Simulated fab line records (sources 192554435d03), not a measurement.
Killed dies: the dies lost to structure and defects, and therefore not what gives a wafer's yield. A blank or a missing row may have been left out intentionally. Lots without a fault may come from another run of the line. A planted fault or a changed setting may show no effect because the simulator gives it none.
Chamber matching | flow n5-finfet | 4 sister chambers for N5_GATE_CUT_SAC_CAP_01 on ald-sin-04
The step material SiNx, target thk 24 nm, pulse time 1 s, ald cycles 480. 8 wafers are shown with their chamber, then 12 later ones without.

== EACH WAFER AND ITS CHAMBER ==
wafer  | chamber | heater-power-w (W) | precursor-pulse-height-rel
L080.2 | 2       | 846                | 0.960
L082.5 | 1       | 898                | 1.011
L084.2 | 1       | 886                | 0.987
L089.3 | 0       | 724                | 1.027
L089.6 | 0       | 709                | 1.000
L090.1 | 3       | 934                | 0.958
L090.5 | 2       | 893                | 0.992
L090.6 | 3       | 907                | 1.022

== WAFERS WHOSE CHAMBER IS MISSING ==
wafer  | heater-power-w (W) | precursor-pulse-height-rel
L091.2 | 705                | 1.015
L091.3 | 913                | 1.027
L091.4 | 863                | 1.021
L092.2 | 881                | 0.987
L092.4 | 861                | 0.979
L092.5 | 846                | 0.965
L093.2 | 886                | 1.009
L093.3 | 712                | 0.991
L093.4 | 860                | 0.990
L097.1 | 866                | 0.995
L097.2 | 913                | 1.019
L097.5 | 724                | 0.992

== THE CHAMBER EACH PASSED THROUGH ==
wafer  | from the rows above          | in truth
L091.2 | 0                            | 0
L091.3 | can't be placed: 3 or 1 or 2 | 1
L091.4 | can't be placed: 2 or 1 or 3 | 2
L092.2 | can't be placed: 2 or 1 or 3 | 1
L092.4 | can't be placed: 2 or 1      | 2
L092.5 | can't be placed: 2 or 1      | 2
L093.2 | can't be placed: 1 or 2 or 3 | 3
L093.3 | 0                            | 0
L093.4 | can't be placed: 2 or 1      | 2
L097.1 | can't be placed: 2 or 1 or 3 | 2
L097.2 | can't be placed: 3 or 1 or 2 | 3
L097.5 | 0                            | 0
Correctly placed: 3 of 12. Cannot be placed on the basis of these rows: 9; the candidates contain the true chamber in 9. Placed wrongly: 0.
How it was worked out, from the rows above alone: a wafer's distance from a chamber is the root of the sum, over the readings, of the square of ((its reading less the chamber's mean) divided by the reading's scatter). If the next closest chamber is less than 2 further off than the closest, the wafer can't be placed; otherwise it belongs to the closest. Each chamber's mean is taken over the wafers shown for it. The scatter is the square root of a quotient: the sum, over the shown wafers, of each reading's squared deviation from its chamber's mean, divided by wafers minus chambers.
